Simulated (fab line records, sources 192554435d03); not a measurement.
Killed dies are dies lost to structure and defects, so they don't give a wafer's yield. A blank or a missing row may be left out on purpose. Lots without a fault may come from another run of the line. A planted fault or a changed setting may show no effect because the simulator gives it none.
Which tool did it? | flow n5_finfet | 11 lots, 32 wafers sampled, at 6 steps of a route of 1938

WHAT THE GAUGES READ, wafer by wafer
N5_BEOL_M7_CD_MEAS_35: target cd 40 nm. Usual: cd_nm 40.0 nm, standard deviation 0.54.
lot  | measured     | on        | cd_nm (nm)     | flag
L191 | day 10 12:11 | cd_sem-02 | 40.3 40.4 40.3 |
L192 | day 10 15:58 | cd_sem-02 | 39.8 39.8 40.3 |
L193 | day 10 16:25 | cd_sem-01 | 39.5 40.3 39.7 |
L194 | day 11 01:09 | cd_sem-01 | 39.1 39.5      |
L200 | day 12 12:49 | cd_sem-02 | 39.6 40.3 40.4 |
L208 | day 14 05:11 | cd_sem-01 | 40.7 40.1 40.8 |
L209 | day 14 07:24 | cd_sem-01 | 40.2 39.6 39.3 |
L212 | day 15 09:21 | cd_sem-03 | 39.8 39.6 40.2 |
L210 | day 15 09:40 | cd_sem-02 | 40.0 39.9 40.4 |
L214 | day 16 19:18 | cd_sem-02 | 40.8 40.1 40.6 |
L213 | day 16 19:42 | cd_sem-02 | 39.8 39.8 40.3 |

N5_BEOL_M7_INSPECT_58: inspects for defects (darkfield). Usual: raw_defect_count 78, standard deviation 29.
lot  | measured     | on                | raw_defect_count | flag
L191 | day 10 16:39 | defect_inspect-01 | 55 137 107       |
L192 | day 10 19:52 | defect_inspect-02 | 104 93 78        |
L193 | day 10 21:35 | defect_inspect-02 | 24 60 27         |
L194 | day 11 05:23 | defect_inspect-01 | 108 93           |
L200 | day 12 17:04 | defect_inspect-02 | 49 882 90        | OFF
L208 | day 14 07:51 | defect_inspect-02 | 35 77 63         |
L209 | day 14 09:44 | defect_inspect-02 | 88 111 59        |
L212 | day 15 11:59 | defect_inspect-02 | 61 57 117        |
L210 | day 15 12:16 | defect_inspect-01 | 69 77 75         |
L214 | day 16 22:44 | defect_inspect-01 | 81 81 64         |
L213 | day 16 23:11 | defect_inspect-02 | 53 66 61         |

N5_BEOL_M8_INSPECT_13: inspects for defects (brightfield). Usual: raw_defect_count 440, standard deviation 96.
lot  | measured     | on                | raw_defect_count | flag
L191 | day 10 19:16 | defect_inspect-02 | 386 454 419      |
L192 | day 10 22:30 | defect_inspect-02 | 417 394 450      |
L193 | day 10 23:01 | defect_inspect-02 | 404 411 312      |
L194 | day 11 08:07 | defect_inspect-01 | 382 489          |
L200 | day 12 20:16 | defect_inspect-02 | 412 1170 517     |
L208 | day 14 11:23 | defect_inspect-01 | 370 505 482      |
L209 | day 14 13:07 | defect_inspect-01 | 366 428 410      |
L212 | day 15 13:32 | defect_inspect-02 | 405 328 385      |
L210 | day 15 17:19 | defect_inspect-02 | 457 401 370      |
L214 | day 17 01:23 | defect_inspect-01 | 458 457 421      |
L213 | day 17 01:37 | defect_inspect-01 | 400 436 328      |

WHICH TOOL RAN EACH LOT (tool, then ch and the chambers of the sampled wafers, then the start)
lot  | N5_BEOL_M7_CURE_75            | N5_BEOL_M7_SURFACE_TREAT_79  | N5_BEOL_M7_PRE_CLEAN_55
L191 | uv_cure-02 ch 0, day 10 12:32 | pvd_sputter-03, day 10 13:31 | pecvd-04 ch 0,1,2, day 10 16:31
L192 | uv_cure-02 ch 2, day 10 16:04 | pvd_sputter-03, day 10 18:08 | pecvd-02 ch 0,1, day 10 19:45
L193 | uv_cure-02 ch 0, day 10 16:27 | pvd_sputter-02, day 10 19:13 | pecvd-02 ch 0,1, day 10 21:28
L194 | uv_cure-01 ch 0, day 11 01:19 | pvd_sputter-02, day 11 03:34 | pecvd-04 ch 0, day 11 05:16
L200 | uv_cure-01 ch 1, day 12 13:25 | pvd_sputter-01, day 12 15:36 | pecvd-02 ch 0,1,2, day 12 16:57
L208 | uv_cure-02 ch 0, day 14 05:14 | pvd_sputter-03, day 14 06:43 | pecvd-04 ch 1,2, day 14 07:44
L209 | uv_cure-03 ch 1, day 14 07:29 | pvd_sputter-01, day 14 08:31 | pecvd-04 ch 0,1,2, day 14 09:37
L212 | uv_cure-02 ch 0, day 15 09:23 | pvd_sputter-03, day 15 10:32 | pecvd-04 ch 0,2, day 15 11:52
L210 | uv_cure-02 ch 1, day 15 09:43 | pvd_sputter-02, day 15 10:49 | pecvd-04 ch 1,2, day 15 12:08
L214 | uv_cure-03 ch 2, day 16 19:20 | pvd_sputter-02, day 16 21:05 | pecvd-04 ch 1,2, day 16 22:37
L213 | uv_cure-01 ch 2, day 16 19:44 | pvd_sputter-03, day 16 21:44 | pecvd-02 ch 1,2, day 16 23:04
- N5_BEOL_M7_CURE_75: cures SiCOH lowk, time 120 s.
- N5_BEOL_M7_SURFACE_TREAT_79
- N5_BEOL_M7_PRE_CLEAN_55: time 15 s.

WHAT THE TOOLS THEMSELVES READ (means of the sampled wafers that have a number; where no wafer has one, the mark that the record gives instead)
N5_BEOL_M7_CURE_75. Usual: lamp_power_pct 52.32 %, standard deviation 0.049; wafer_temp_C_max 371.7, standard deviation 0.69.
lot  | tool       | lamp_power_pct (%) | wafer_temp_C_max | flag
L191 | uv_cure-02 | 52.36              | 371.8            |
L192 | uv_cure-02 | 52.38              | 371.1            |
L193 | uv_cure-02 | 52.34              | 371.7            |
L194 | uv_cure-01 | 52.33              | 372.6            |
L200 | uv_cure-01 | 52.35              | 372.7            |
L208 | uv_cure-02 | 52.37              | 372.0            |
L209 | uv_cure-03 | 52.34              | 371.4            |
L212 | uv_cure-02 | 52.30              | 371.4            |
L210 | uv_cure-02 | 52.25              | 371.2            |
L214 | uv_cure-03 | 52.32              | 371.1            |
L213 | uv_cure-01 | 52.30              | 370.8            |

THE ANSWER, worked out from the rows above alone
Rule: a lot is off if the mean of its wafers that have a number lies more than 3 standard deviations from the usual mean. A lot without any number at a reading at which 4 lots or more have one is off too. The other lots that the step has rows for count as sound. The gauges are gone through in route order, then the tools' own readings, and for those a lot's mean is taken as printed above. The first step at which some lot is off is used, and at that step the reading that is off furthest; a lot without a number counts as furthest.
Off: L200, at N5_BEOL_M7_INSPECT_58 (raw_defect_count).
A tool fits if, at a process step before that reading, it ran every lot that is off, and no sound lot after the first of them. The gauges at N5_BEOL_M7_INSPECT_58 are tried like those tools. None of those tried fits.

WHAT THE SIMULATOR HAD PUT IN
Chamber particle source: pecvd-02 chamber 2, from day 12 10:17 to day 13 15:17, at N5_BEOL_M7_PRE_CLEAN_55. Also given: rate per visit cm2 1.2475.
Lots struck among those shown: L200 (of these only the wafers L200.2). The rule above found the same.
